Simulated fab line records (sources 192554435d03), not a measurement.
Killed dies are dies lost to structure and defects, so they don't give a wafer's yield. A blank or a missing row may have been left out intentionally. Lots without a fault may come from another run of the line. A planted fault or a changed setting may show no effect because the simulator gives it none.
Matching of chambers -- flow n5Finfet -- N5_SD_EPI_P_ETCH_36 on rieDiel-05: 4 sister chambers
The step etches SiARC in CF4, target depth 45.5 nm, time 75.8 s. 4 wafers are shown with their chamber, then 9 later ones without.

WAFERS WITH THEIR CHAMBER
wafer,chamber,drypumpMotorCurrentA (A)
L081.5,2,6.3
L081.6,3,6.0
L084.5,1,5.1
L084.6,0,5.3

WAFERS MISSING THEIR CHAMBER
wafer,drypumpMotorCurrentA (A)
L086.3,6.3
L086.4,6.3
L086.5,6.0
L087.3,5.1
L087.4,6.1
L087.5,6.4
L097.2,5.3
L097.4,6.0
L097.5,5.3

EACH ONE'S CHAMBER
wafer,from the rows above,in truth
L086.3,2,2
L086.4,2,2
L086.5,3,3
L087.3,1,1
L087.4,3,3
L087.5,2,2
L097.2,0,0
L097.4,3,3
L097.5,0,0
Correctly placed: 9 of 9. Left unplaced by these rows: 0. Number placed wrongly: 0.
How it was worked out, from the rows above alone: a wafer's distance from a chamber is the root of the sum, over the readings, of the square of ((its reading less the chamber's mean) divided by the reading's scatter). The wafer belongs to the nearest chamber; if the next one is less than 2 further off, it can't be placed. Each chamber's mean is taken over the wafers shown for it. The scatter: root of mean squared gap, hidden wafer to nearest shown wafer, with one shown wafer a chamber.
